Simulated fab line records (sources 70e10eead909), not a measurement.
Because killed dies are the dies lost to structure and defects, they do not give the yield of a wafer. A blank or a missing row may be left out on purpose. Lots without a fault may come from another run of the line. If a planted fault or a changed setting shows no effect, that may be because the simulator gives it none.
Chamber matching    flow nand-harc    NHARC_A_BLC_CMP_25 on cmp-04: 4 sister chambers
The step polishes, t overpolish 30 s, target thk 150 nm. 4 wafers are shown with their chamber, then 7 later ones without.

== EACH WAFER AND ITS CHAMBER ==
wafer   chamber  motor-current-A (A)
L744.6  1        10.7
L751.5  0        10.6
L753.2  2        13.8
L753.4  3        12.3

== WAFERS WITHOUT THEIR CHAMBER ==
wafer   motor-current-A (A)
L753.6  10.9
L754.3  13.5
L754.4  12.2
L754.6  11.7
L755.2  11.3
L755.3  12.8
L755.5  10.7

== WHICH CHAMBER EACH ONE RAN IN ==
wafer   from the rows above           in truth
L753.6  can't be placed: 1 or 0       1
L754.3  2                             2
L754.4  3                             3
L754.6  can't be placed: 3 or 1 or 0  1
L755.2  can't be placed: 1 or 0 or 3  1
L755.3  can't be placed: 3 or 2       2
L755.5  can't be placed: 1 or 0       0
Placed correctly: 2 of 7. Unplaceable from these rows: 5, with the true chamber sitting among the candidates in 5. Placed wrongly: 0.
How it was worked out, from the rows above alone: a wafer's distance from a chamber is the root of the sum, over the readings, of the square of ((its reading less the chamber's mean) divided by the reading's scatter). If the next closest chamber is less than 2 further off than the closest, the wafer can't be placed; otherwise it belongs to the closest. For every chamber, the mean is computed from those of its wafers that are shown. The scatter (one wafer shown for each chamber): square how far every hidden wafer sits from the nearest shown wafer, average those squares and take the square root.
